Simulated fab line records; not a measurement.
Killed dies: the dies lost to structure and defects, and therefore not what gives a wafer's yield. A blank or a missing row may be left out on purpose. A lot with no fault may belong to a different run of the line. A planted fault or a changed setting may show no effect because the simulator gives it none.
Chamber matching -- flow nand harc -- 4 sister chambers for NHARC_P_BONDPAD_CMP_19 on cmp-03
The step polishes, t overpolish 30 s, cu recess touch 16 s, target thk 160.81 nm. 20 wafers are shown with their chamber, then 10 later ones without.

## WAFERS WITH THEIR CHAMBER
wafer,chamber,motor current A (A),retaining ring pressure frac,overpolish run s (s)
L076.2,0,12.9,1.001,30.005
L076.3,3,14.3,1.003,30.013
L076.4,1,11.6,0.992,30.018
L075.3,3,13.9,0.995,29.993
L075.5,3,14.0,1.007,29.993
L075.6,0,12.7,0.986,30.002
L080.2,1,11.1,1.001,30.020
L080.4,3,13.3,1.002,30.003
L080.6,2,13.5,1.003,29.993
L086.3,1,11.1,0.994,29.983
L086.4,0,13.4,0.995,30.006
L086.6,3,14.2,1.004,29.993
L088.3,0,13.1,0.997,30.009
L088.4,3,14.1,1.002,29.983
L088.6,0,13.1,0.999,30.004
L089.1,2,13.6,1.002,29.999
L089.2,1,11.1,0.992,29.992
L089.6,0,13.6,0.993,30.004
L090.2,1,11.4,1.009,30.013
L090.3,0,13.1,1.003,30.016

SIGNATURES (averages over the wafers above)
reading,chamber 0,chamber 1,chamber 2,chamber 3,scatter within a chamber
motor current A,13.129,11.260,13.550,13.967,0.294
retaining ring pressure frac,0.99629,0.99760,1.00250,1.00217,0.00553
overpolish run s,30.00657,30.00520,29.99600,29.99633,0.0106
Rule: for each reading, subtract the chamber's mean from the wafer's reading, divide by that reading's scatter and square the result; add these up over the readings and take the root, which gives the wafer's distance from the chamber. If the next closest chamber is less than 2 further off than the closest, the wafer can't be placed; otherwise it belongs to the closest. The scatter: the root of (the sum of the squares of (reading less its chamber's mean) over the shown wafers, divided by (wafers less chambers)).

## WAFERS WITHOUT THEIR CHAMBER
wafer,motor current A (A),retaining ring pressure frac,overpolish run s (s)
L090.5,12.3,0.994,30.004
L092.4,13.5,1.002,29.988
L092.5,13.2,0.997,29.999
L092.6,11.2,1.000,29.990
L094.1,14.2,1.002,30.005
L094.2,13.4,1.003,29.989
L094.4,11.0,1.001,29.992
L097.1,11.3,1.009,30.013
L097.2,12.9,0.998,29.987
L097.5,12.9,1.004,29.977

## THE CHAMBER EACH PASSED THROUGH
wafer,from the rows above,in truth
L090.5,can't be placed: 0 or 1 or 2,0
L092.4,can't be placed: 2 or 3 or 0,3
L092.5,can't be placed: 0 or 2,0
L092.6,1,1
L094.1,can't be placed: 3 or 2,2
L094.2,can't be placed: 2 or 3 or 0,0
L094.4,1,1
L097.1,1,1
L097.2,can't be placed: 0 or 2 or 3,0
L097.5,can't be placed: 2 or 0 or 3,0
Correctly placed: 3 of 10. From these rows, 7 cannot be placed; in 7 the true chamber is one of the candidates. Placed wrongly: 0.
